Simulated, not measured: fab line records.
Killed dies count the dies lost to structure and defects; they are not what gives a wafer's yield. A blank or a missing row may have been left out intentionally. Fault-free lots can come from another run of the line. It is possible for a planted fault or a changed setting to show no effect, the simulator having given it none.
Matching of chambers	flow n5Finfet	4 sister chambers for N5_FIN_CUT_DESCUM_13 on rieDiel-02
The step chemistry O2, time 7 s. 4 wafers are shown with their chamber, then 7 later ones without.

## WAFERS WITH THEIR CHAMBER
wafer	chamber	showerheadPlenumPTorr (Torr)
L391.5	3	2.03
L392.5	2	2.08
L393.1	0	2.10
L393.2	1	2.19

## WAFERS WITHOUT THEIR CHAMBER
wafer	showerheadPlenumPTorr (Torr)
L393.4	2.07
L395.4	2.10
L395.5	2.03
L395.6	2.10
L405.2	2.07
L405.3	2.18
L405.4	2.02

## WHICH CHAMBER EACH WENT THROUGH
wafer	from the rows above	in truth
L393.4	2	2
L395.4	0	0
L395.5	3	3
L395.6	0	0
L405.2	2	2
L405.3	1	1
L405.4	3	3
Correctly placed: 7 of 7. Number that these rows cannot place: 0. Number placed wrongly: 0.
How it was worked out, from the rows above alone: a wafer's distance from a chamber is the root of the sum, over the readings, of the square of ((its reading less the chamber's mean) divided by the reading's scatter). If the next closest chamber is less than 2 further off than the closest, the wafer can't be placed; otherwise it belongs to the closest. A chamber's mean is the mean of its shown wafers. The scatter: with one shown wafer a chamber, the root of the mean of the squares of how far each hidden wafer lies from its nearest shown one.
